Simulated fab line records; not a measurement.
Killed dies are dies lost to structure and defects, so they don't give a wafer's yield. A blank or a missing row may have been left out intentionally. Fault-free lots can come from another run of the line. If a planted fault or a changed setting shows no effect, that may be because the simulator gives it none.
Chamber matching    flow n5Finfet    pecvd-04 running N5_BEOL_M2_DEP_57: 3 sister chambers
The step deposits SiCN from 3MS/NH3, target thk 8 nm, time 14 s. 3 wafers are shown with their chamber, then 8 later ones without.

## WAFERS, EACH WITH ITS CHAMBER
wafer   chamber  showerheadPlenumPTorr (Torr)
L091.4  2        3.653
L091.5  0        3.689
L094.1  1        3.673

## WAFERS WITHOUT THEIR CHAMBER
wafer   showerheadPlenumPTorr (Torr)
L094.2  3.649
L094.3  3.691
L094.4  3.678
L094.5  3.685
L094.6  3.661
L096.1  3.686
L096.2  3.670
L096.6  3.653

## WHICH CHAMBER EACH ONE RAN IN
wafer   from the rows above      in truth
L094.2  2                        2
L094.3  0                        0
L094.4  can't be placed: 1 or 0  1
L094.5  can't be placed: 0 or 1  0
L094.6  can't be placed: 2 or 1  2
L096.1  0                        0
L096.2  1                        1
L096.6  2                        2
Placed correctly: 5 of 8. Can't be placed from these rows: 3 (the true chamber is among the candidates in 3). Wrongly placed: 0.
How it was worked out, from the rows above alone: a wafer's distance from a chamber is the root of the sum, over the readings, of the square of ((its reading less the chamber's mean) divided by the reading's scatter). The wafer belongs to the nearest chamber; if the next one is less than 2 further off, it can't be placed. A chamber's mean is the mean of its shown wafers. The scatter: root of mean squared gap, hidden wafer to nearest shown wafer, with one shown wafer a chamber.
